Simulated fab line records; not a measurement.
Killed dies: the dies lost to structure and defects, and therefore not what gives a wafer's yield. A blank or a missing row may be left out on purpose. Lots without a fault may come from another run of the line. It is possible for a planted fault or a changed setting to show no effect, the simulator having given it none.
fab line records	flow nand-harc
record: lots: 6	wafers: 18	last-day: 32
route steps=1302 shown A_CHANNEL_FILL_D2@620 A_STAIRCASE@639 END@1302
lots untouched by any fault: they come from a run of this same line in which no faults occurred
start-h: hours from the record's opening day to when the first of the lot's shown wafers began	wait-h: hours since the lot's step before	" as in the row above	L1.1+2: a single row standing in for several wafers	- no value, or no start given	* or withheld: withheld	< > ~ a bound
route shown NAME@n: a module of which the file shows steps, and the number in the route of the first	usual: mean/standard deviation of fault-free wafers	same: alike in all rows	chamber/n: place in a boat	sites: readings site by site	_std_site: standard deviation of those values	_edge_site: inner sites' mean taken away from outer sites' mean	radius-mm: how far each site lies from the wafer's centre	mask NAME#n: copy n	behind: the last tool/chamber to shape the wafer	hold: reason for holding the lot/hours on hold/outcome of the hold	device: names the non-switching transistor (n, p or np)	end of line: at the end of the route, the tests of the same wafers	a step without rows: its recipe alone	killed: not the wafer's yield, but the dies lost to structure and defects at the first sort	map: the dies of a wafer, with x for killed, . for not killed, _ for no die there
set.NAME: setting as actually run; set.NAME@STEP: the setting as run at that earlier step	model.NAME: the simulator's own value behind a step, which no gauge read
lots at some steps of the route; a table a step, a row a wafer
services: when a tool's chamber went out of use (start-h, in hours from the record's first day, below 0 if earlier), for how many hours, and the reason
== steps ==
step: NHARC_A_CHANNEL_FILL_D2_ETCHBACK_20
recipe: target-depth-a: 270	time-s: 13.5	c4f8-flow-sccm: withheld	o2-flow-sccm: 8	ar-flow-sccm: withheld	rf-w: 600	bias-w: 1500	chemistry: C4F8/O2/Ar
step: NHARC_A_CHANNEL_FILL_D2_STRIP_28
recipe: time-s: 20	o2-flow-sccm: 500	ar-flow-sccm: 0	bias-w: 0	chemistry: O2
usual: drypump-motor-current-A: 5.6/0.42	oes-product-au: 1.000/0.0073	rf-vpp-V: 57.8/0.95	showerhead-plenum-p-Torr: 3.56/0.15	throttle-valve-pct: 17.037/0.0091
lot.wafer	tool	chamber	start-h	wait-h	drypump-motor-current-A	oes-product-au	rf-hours-counter-h	rf-vpp-V	showerhead-plenum-p-Torr	throttle-valve-pct
L236.2	rie-diel-02	1	329.12	0.1	5.2	0.991	3.3	58.4	3.75	17.036
L236.4	"	0	"	"	6.3	0.995	-	58.0	3.44	17.055
L236.6	"	1	"	"	5.2	1.000	-	57.9	3.75	17.033
L237.3	rie-diel-05	3	342.49	0.1	5.1	1.001	2.7	56.4	3.32	17.041
L237.6	"	0	"	"	5.3	0.993	-	57.4	3.75	17.046
L237.5	"	1	"	"	5.7	0.998	-	57.9	3.66	17.032
L240.1	rie-diel-05	2	365.31	0.1	6.0	0.996	3.3	59.1	3.54	17.033
L240.4	"	3	"	"	5.1	1.005	3.2	56.1	3.32	17.039
L240.2	"	0	"	"	5.2	0.993	3.3	57.7	3.75	17.043
L247.1	rie-diel-02	2	437.02	0.1	5.3	0.993	1.2	57.7	3.49	17.040
L247.3	"	3	"	"	5.8	1.004	0.9	55.5	3.47	17.035
L247.5	"	1	"	"	5.2	0.995	-	57.0	3.74	17.039
L255.4	rie-diel-02	1	518.25	0.1	5.1	0.994	3.8	56.8	3.74	17.044
L255.1	"	2	"	"	5.3	0.999	3.5	56.4	3.49	17.055
L255.6	"	0	"	"	6.4	1.002	-	57.3	3.44	17.034
L256.1	rie-diel-05	3	518.26	0.1	5.1	1.010	2.5	58.4	3.32	17.026
L256.6	"	1	"	"	5.7	1.001	-	58.3	3.65	17.045
L256.5	"	2	"	"	6.0	1.004	-	55.8	3.54	17.051
step: NHARC_A_CHANNEL_FILL_D2_PRECLEAN_21
recipe: time-s: 30	chemistry: dHF
step: NHARC_A_CHANNEL_FILL_D2_SRD_23
step: NHARC_A_CHANNEL_FILL_D2_CVD_05
recipe: target-thk-a: 50	temp-c: 550	material: poly-Si
step: NHARC_A_CHANNEL_FILL_D2_ANNEAL_22
recipe: temp-c: 620	time-s: 7200
step: NHARC_A_CHANNEL_FILL_D2_ALD_25
recipe: target-thk-a: 600	pulse-time-s: 10	ald-cycles: 600	temp-c: 300	material: SiOx
usual: heater-power-w: 485/50	precursor-pulse-height-rel: 0.998/0.022
lot.wafer	tool	chamber	start-h	wait-h	heater-power-w	precursor-pulse-height-rel
L236.4	ald-hk-04	2	342.24	0.7	546	0.976
L236.2	"	0	343.48	1.9	466	1.018
L236.6	"	1	"	"	508	0.971
L237.3	ald-hk-01	1	354.81	0.7	483	0.965
L237.6	"	0	356.64	2.5	515	1.012
L237.5	"	1	"	"	489	1.001
L240.4	ald-hk-01	2	388.08	0.1	444	1.020
L240.2	"	0	389.31	1.3	514	1.000
L240.1	"	1	"	"	481	0.989
L247.3	ald-hk-02	2	449.51	0.7	432	1.005
L247.1	"	0	450.75	1.9	465	1.018
L247.5	"	2	451.99	3.1	431	0.989
L256.1	ald-hk-01	2	529.59	0.1	427	1.030
L256.5	"	2	532.11	2.6	417	1.022
L256.6	"	3	"	"	404	1.008
L255.1	ald-hk-04	2	529.59	0.1	601	1.012
L255.4	"	0	530.84	1.3	470	0.979
L255.6	"	2	532.09	2.5	597	0.983
step: NHARC_A_CHANNEL_FILL_D2_ETCHBACK_08
recipe: target-depth-a: 2200	time-s: 110	c4f8-flow-sccm: 20	ar-flow-sccm: withheld	rf-w: 600	bias-w: 300	chemistry: C4F8
usual: oes-product-au: 0.96/0.037	rf-vpp-V: 440.8/2.9
lot.wafer	tool	chamber	start-h	wait-h	oes-product-au	rf-hours-counter-h	rf-vpp-V
L236.2	rie-diel-02	0	-	-	0.93	4	440.1
L236.4	"	3	"	"	0.93	4	438.2
L236.6	"	0	"	"	0.93	-	439.2
L237.3	rie-diel-05	0	-	-	0.93	3	445.3
L237.6	"	2	"	"	0.92	-	440.1
L237.5	"	3	"	"	0.93	-	437.3
L240.2	rie-diel-02	2	-	-	1.00	4	440.7
L240.1	"	3	"	"	1.00	5	439.8
L240.4	"	0	"	"	1.00	5	439.7
L247.3	rie-diel-05	3	-	-	1.00	1	436.2
L247.1	"	1	"	"	0.99	1	443.9
L247.5	"	3	"	"	1.00	-	436.6
L255.4	rie-diel-05	1	-	-	0.99	3	443.9
L255.1	"	3	"	"	1.00	3	437.3
L255.6	"	0	"	"	1.00	-	444.3
L256.1	rie-diel-02	0	-	-	1.00	3	440.9
L256.6	"	3	"	"	1.00	-	439.8
L256.5	"	0	"	"	1.00	-	438.6
step: NHARC_A_CHANNEL_FILL_D2_STRIP_29
recipe: time-s: 20	o2-flow-sccm: 500	ar-flow-sccm: 0	bias-w: 0	chemistry: O2
usual: drypump-motor-current-A: 5.6/0.46	oes-product-au: 1.002/0.0068	rf-vpp-V: 57.7/0.82	showerhead-plenum-p-Torr: 3.52/0.16	throttle-valve-pct: 17.036/0.0096
lot.wafer	tool	chamber	start-h	wait-h	drypump-motor-current-A	oes-product-au	rf-hours-counter-h	rf-vpp-V	showerhead-plenum-p-Torr	throttle-valve-pct
L236.4	rie-diel-02	0	-	-	6.3	1.012	4	58.8	3.44	17.033
L236.2	"	1	"	"	5.1	1.016	4	58.7	3.75	17.031
L236.6	"	2	"	"	5.3	1.001	-	57.4	3.49	17.051
L237.3	rie-diel-05	0	-	-	5.3	0.993	3	58.3	3.75	17.023
L237.5	"	2	"	"	6.0	1.000	-	57.4	3.54	17.044
L237.6	"	3	"	"	5.1	1.007	-	56.7	3.32	17.036
L240.4	rie-diel-03	3	393.80	-	6.2	0.995	23	57.0	3.52	17.042
L240.2	"	0	"	"	5.1	1.000	22	57.2	3.27	17.037
L240.1	"	1	"	"	6.7	0.994	16	55.8	3.34	17.021
L247.3	rie-diel-05	2	-	-	6.0	1.007	1	57.2	3.54	17.030
L247.1	"	0	"	"	5.3	1.004	1	59.9	3.75	17.036
L247.5	"	2	"	"	5.9	1.006	-	57.2	3.54	17.033
L255.1	rie-diel-05	0	-	-	5.2	1.004	3	58.2	3.75	17.033
L255.4	"	1	"	"	5.7	1.014	3	58.6	3.65	17.053
L255.6	"	3	"	"	5.1	1.010	-	56.6	3.32	17.019
L256.1	rie-diel-02	1	-	-	5.2	1.003	4	59.6	3.74	17.039
L256.6	"	0	"	"	6.3	1.004	-	58.5	3.44	17.041
L256.5	"	1	"	"	5.2	0.991	-	58.0	3.74	17.036
step: NHARC_A_CHANNEL_FILL_D2_PRECLEAN_30
recipe: time-s: 30	chemistry: dHF
step: NHARC_A_CHANNEL_FILL_D2_SRD_31
step: NHARC_A_CHANNEL_FILL_D2_CVD_09
recipe: target-thk-a: 1500	temp-c: 620	pressure-mtorr: 200	time-s: 3000	material: poly-Si
lot.wafer	tool	chamber	start-h	wait-h
L236.2+4+6	lpcvd-poly-03	0	349.79	2.3
L237.3+5+6	lpcvd-poly-02	0	362.43	2.4
L240.1+2+4	lpcvd-poly-04	0	396.66	2.7
L247.1+3+5	lpcvd-poly-03	0	457.09	2.3
L255.1+4+6	lpcvd-poly-03	0	537.80	-
L256.1+5+6	lpcvd-poly-03	0	537.80	2.3
step: NHARC_A_CHANNEL_FILL_D2_CMP_10
recipe: target-thk-nm: 150
step: NHARC_A_CHANNEL_FILL_D2_SRD_12
step: NHARC_A_CHANNEL_FILL_D2_RTA_24
recipe: temp-c: 1000	time-s: 5
step: NHARC_A_STAIRCASE_DEP_156
recipe: target-thk-a: 500	temp-c: 400	target-thk-nm: 50	flow-sccm: 200	rf-w: 450	material: SiNx
step: NHARC_A_STAIRCASE_DEHYDRATE_158
recipe: temp-c: 150	time-s: 120
step: NHARC_A_STAIRCASE_HMDS_159
recipe: time-s: 30
step: NHARC_A_STAIRCASE_COAT_160
recipe: spin-rpm: 1200
step: NHARC_A_STAIRCASE_SOFTBAKE_161
recipe: temp-c: 135	time-s: 170
step: NHARC_A_STAIRCASE_EBR_162
step: NHARC_A_STAIRCASE_EXPOSE_163
recipe: na: 0.5	dose-mj: 20.01	mask-id: STAIR_OPEN
step: NHARC_A_STAIRCASE_PEB_164
recipe: peb-temp-c: 115	peb-time-s: 130
step: NHARC_A_STAIRCASE_DEVELOP_165
recipe: time-s: 140
step: NHARC_A_STAIRCASE_HARDBAKE_167
recipe: temp-c: 120	time-s: 140
step: NHARC_A_STAIRCASE_DESCUM_168
recipe: time-s: 3	o2-flow-sccm: 200	ar-flow-sccm: 0	bias-power-w: 0	chemistry: O2
usual: drypump-motor-current-A: 5.5/0.43	oes-product-au: 1.000/0.0077	rf-vpp-V: 57.8/1	showerhead-plenum-p-Torr: 1.92/0.093	throttle-valve-pct: 11.312/0.0092
same: bias-power-w: 0
lot.wafer	tool	chamber	start-h	wait-h	drypump-motor-current-A	oes-product-au	rf-hours-counter-h	rf-vpp-V	showerhead-plenum-p-Torr	throttle-valve-pct
L236.2	rie-diel-09	0	354.52	-	5.8	1.002	8	56.6	1.85	11.297
L236.4	"	3	"	"	6.5	1.008	8	55.9	1.99	11.310
L236.6	"	0	"	"	5.8	1.005	-	57.8	1.86	11.306
L237.3	rie-diel-09	0	367.12	-	5.8	1.012	12	58.3	1.85	11.309
L237.6	"	3	"	"	6.5	1.000	-	56.7	1.99	11.317
L237.5	"	0	"	"	5.8	1.002	-	57.9	1.85	11.309
L240.1	rie-diel-09	1	401.46	-	5.6	0.999	26	58.6	1.92	11.308
L240.2	"	2	"	"	4.9	0.992	25	56.4	1.95	11.311
L240.4	"	3	"	"	6.5	1.008	18	57.5	1.99	11.311
L247.1	rie-diel-04	1	461.89	-	4.8	0.990	28	59.1	2.05	11.310
L247.3	"	3	"	"	5.9	0.990	30	58.9	2.07	11.304
L247.5	"	1	"	"	4.8	0.994	-	59.5	2.05	11.306
L255.1	rie-diel-08	3	542.56	-	5.2	0.996	53	59.0	1.90	11.335
L255.4	"	1	"	"	6.0	1.004	57	57.8	2.06	11.323
L255.6	"	3	"	"	5.3	1.008	-	58.0	1.90	11.305
L256.1	rie-diel-08	0	542.94	-	5.4	0.993	52	58.6	1.80	11.318
L256.5	"	3	"	"	5.2	1.004	-	58.3	1.90	11.327
L256.6	"	0	"	"	5.4	0.987	-	58.0	1.80	11.314
step: NHARC_A_STAIRCASE_ETCH_169
recipe: target-depth-a: 500	time-s: 107.1	ion-energy-ev: 120	ch3f-flow-sccm: 50	o2-flow-sccm: 30	ar-flow-sccm: 200	rf-w: 500	bias-w: 100	chemistry: CH3F/O2
step: NHARC_A_STAIRCASE_ETCH_170
recipe: target-depth-a: 2000	time-s: 66.667	ion-energy-ev: 250	c4f6-flow-sccm: 25	o2-flow-sccm: 20	ar-flow-sccm: 500	rf-w: 600	bias-w: 500	chemistry: C4F6/O2
step: NHARC_A_STAIRCASE_STRIP_171
recipe: power-w: 1500	temp-c: 250	chemistry: O2
step: NHARC_A_STAIRCASE_STRIP_172
recipe: time-s: 900	temp-c: 130	chemistry: SPM
step: NHARC_A_STAIRCASE_PRECLEAN_173
recipe: time-s: *	temp-c: 50	bath-age-min: 0	chemistry: SC1
step: NHARC_A_STAIRCASE_SRD_174
step: NHARC_A_STAIRCASE_DEHYDRATE_01
recipe: temp-c: 150	time-s: 120
step: NHARC_A_STAIRCASE_HMDS_02
recipe: time-s: 30
step: NHARC_A_STAIRCASE_COAT_03
recipe: spin-rpm: 1200
step: NHARC_A_STAIRCASE_SOFTBAKE_04
recipe: temp-c: 135	time-s: 170
step: NHARC_A_STAIRCASE_EBR_05
step: NHARC_END_SORT_01
recipe: temp-c: 25
usual: killed-at-array: 54/23	killed-at-other: 1.2/1.5	killed-at-periphery: 3.9/2.5	killed-dies: 59/23	killed-open: 3.2/1.7	killed-short: 2.4/1.6
same: gross-dies: 677
lot.wafer	tool	chamber	start-h	wait-h	killed-at-array	killed-at-other	killed-at-periphery	killed-dies	killed-open	killed-short
L247.5	prober-01	0	660.33	3.7	29	2	5	36	9	3
L255.1	prober-01	0	749.93	2.4	133	0	4	137	3	1
L255.4	prober-01	0	752.34	3.4	139	0	5	144	2	1
L255.6	prober-01	0	753.95	4.0	161	0	4	165	3	2
L256.1	prober-02	0	771.03	2.5	141	1	6	148	4	3
L256.5	prober-02	0	774.25	3.7	161	1	2	164	2	5
L256.6	prober-02	0	775.05	4.0	164	3	1	168	5	2
killed by level:class
L247.5 A_CHANNEL_HOLE_D1:chamber-film-flake=5 A_ONON_D1:geometric-particle:open=3 P_CONTACT:chamber-film-flake=3 A_STAIRCASE:chamber-film-flake=3 THIN_TSV:chamber-film-flake=2 A_CHANNEL_HOLE_D2:chamber-film-flake=2 A_SLIT:chamber-film-flake=2 A_WL_FILL:chamber-film-flake=2
L255.1 A_CHANNEL_FILL_D2:unspecified=99 A_SLIT:chamber-film-flake=14 A_CHANNEL_HOLE_D1:chamber-film-flake=11 A_CONTACT:chamber-film-flake=6 P_M0:geometric-particle:short=1 A_WL_FILL:geometric-particle:open=1 A_CONTACT:geometric-particle:open=1 A_BLC:geometric-particle:open=1
L255.4 A_CHANNEL_FILL_D2:unspecified=104 A_SLIT:chamber-film-flake=18 A_CHANNEL_HOLE_D1:chamber-film-flake=6 A_CONTACT:chamber-film-flake=6 P_STI:chamber-film-flake=3 P_GATE:chamber-film-flake=2 A_DECK1_JOINT:geometric-particle:open=1 A_STAIRCASE:chamber-film-flake=1
L255.6 A_CHANNEL_FILL_D2:unspecified=110 A_SLIT:chamber-film-flake=24 A_CHANNEL_HOLE_D1:chamber-film-flake=13 A_CHANNEL_HOLE_D2:chamber-film-flake=4 A_CONTACT:chamber-film-flake=3 P_GATE:chamber-film-flake=2 P_M0:geometric-particle:short=1 A_CHANNEL_FILL_D1:geometric-particle:open=1
L256.1 A_CHANNEL_FILL_D2:unspecified=98 A_CHANNEL_HOLE_D2:chamber-film-flake=11 A_SLIT:chamber-film-flake=7 A_SGD_CUT:chamber-film-flake=6 A_CHANNEL_HOLE_D1:chamber-film-flake=5 A_CONTACT:chamber-film-flake=5 P_M1:chamber-film-flake=2 A_STAIRCASE:chamber-film-flake=2
L256.5 A_CHANNEL_FILL_D2:unspecified=106 A_CHANNEL_HOLE_D2:chamber-film-flake=19 A_CHANNEL_HOLE_D1:chamber-film-flake=13 A_SGD_CUT:chamber-film-flake=6 A_SLIT:chamber-film-flake=6 A_CONTACT:chamber-film-flake=4 A_CHANNEL_FILL_D2:geometric-particle:short=2 P_STI:geometric-particle:short=1
L256.6 A_CHANNEL_FILL_D2:unspecified=107 A_CHANNEL_HOLE_D2:chamber-film-flake=20 A_CHANNEL_HOLE_D1:chamber-film-flake=11 A_SLIT:chamber-film-flake=7 A_SGD_CUT:chamber-film-flake=5 A_CONTACT:chamber-film-flake=5 THIN_TSV:chamber-film-flake=3 A_CHANNEL_FILL_D2:geometric-particle:open=2
map L255.6 (x killed, . not)
____________.____________
_________...xxxx_________
_______....xxxxxx._______
______......xx.....______
_____.......xxx....._____
____.......x..x.x....____
____.....x..xxx......____
___..........xx.x.....___
___..........x........___
__..........x..........__
__.....................__
_......................._
_...............x......._
_...x..................._
_......................._
_.x..x.................._
..x...x..................
........x...x............
..........xxxx...........
.........xxxxx......x....
...x....xxxxxxxxx.......x
_.......xxxxxxx........._
_......xxxxxxxxx.x......_
_.......xxxxxxxx........_
_......xxxxxxxxxx..x...._
_.....xxxxxxxxxxx......._
__.....xxxxxxxxxx......__
__......xxxxxxxxx......__
___......xxxxxxxx.....___
___......xxxxxxx......___
____.....xxxxxxx.....____
____....xxxx..xx.....____
_____.....xx.xxx.x.._____
______.......x.xxxx______
_______..........x_______
_________...xxx._________
____________.____________
map L256.6 (x killed, . not)
____________.____________
_________....xxx_________
_______......xxx.._______
______......xxxx...______
_____........xxx...._____
____...x....xx.xx....____
____.................____
___........x..x.......___
___...........x.......___
__......x....x.........__
__....x................__
_............x..x......._
_..x...................._
_...x..................._
_..x..x................._
_..xx..x........x......._
..x.............x........
................x........
.......x..x.x.xx.........
.........xxxxxxx..x......
....x...xxxxxxx..........
_.......xxxxxxxx..x....._
_.......xxxxxxxxx.....x._
_......xxxxxxxxxx......._
_.......xxxxxxxxx......._
_....x.xxxxxxxxx........_
__....x.xxxxxxxxx......__
__....xxxxxxxxxxx......__
___......xxxxxxx......___
___.x...xxxxxxxxxx....___
____......xxxxxx.....____
____.....xxx.x...x...____
_____..x...xxx.xxx.._____
______..........x..______
_______.......x.xx_______
_________....x.._________
____________.____________
== services ==
tool	chamber	start-h	hours	kind
rie-diel-08	-	312.94	8.9	repair
rie-diel-04	-	315.16	0.8	repair
rie-diel-09	-	320.53	9.0	pm
rie-diel-02	2	321.45	8.6	repair
ald-hk-01	-	322.11	2.7	repair
rie-diel-05	2	323.04	7.3	repair
rie-diel-08	1	333.82	3.3	repair
rie-diel-04	-	335.95	2.0	repair
rie-diel-02	3	344.23	2.7	repair
rie-diel-03	1	352.49	20.1	repair
rie-diel-04	-	355.36	9.0	pm
rie-diel-09	3	373.48	24.5	repair
rie-diel-08	-	381.63	0.2	repair
lpcvd-poly-03	-	386.00	26.0	pm
rie-diel-02	-	393.74	9.0	pm
rie-diel-05	-	406.60	9.0	pm
rie-diel-02	3	413.10	6.8	repair
rie-diel-05	2	417.36	10.6	repair
rie-diel-02	-	434.96	1.5	repair
ald-hk-01	-	476.25	10.0	pm
rie-diel-09	-	482.29	0.9	repair
rie-diel-02	0	489.18	11.0	repair
rie-diel-05	-	496.29	0.9	repair
rie-diel-09	-	497.53	9.0	pm
== key ==
first-sign: step: NHARC_END_SORT_01	reading: killed-dies	direction: up	sigmas: 4.2	usual: 59	struck: 154
effect: step: NHARC_END_SORT_01	reading: killed-at-array	direction: up	sigmas: 4.1	usual: 54	struck: 150
more-kills-born-at: NHARC_A_CHANNEL_FILL_D2_CVD_09@lpcvd-poly-03: 624
met-at NHARC_A_CHANNEL_FILL_D2_CVD_09
struck-wafers L255.1,L255.4,L255.6,L256.1,L256.5,L256.6
tester-left-out L255,L256
onset-between 457.09 537.80
also-fits time
fault: kind: chamber-particle-source	tool: lpcvd-poly-03	chamber: -	onset-h: 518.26	steps: NHARC_A_CHANNEL_FILL_D2_CVD_09	rate-per-visit-cm2: 2.0682	end-h: 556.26
tester-left-out: of these lots the tester's yield and bins aren't shown, on N5 and GAA mostly nor the transistor test; their killed dies are dies lost to structure and defects alone, not to doping, threshold or leakage, so they don't give the yield
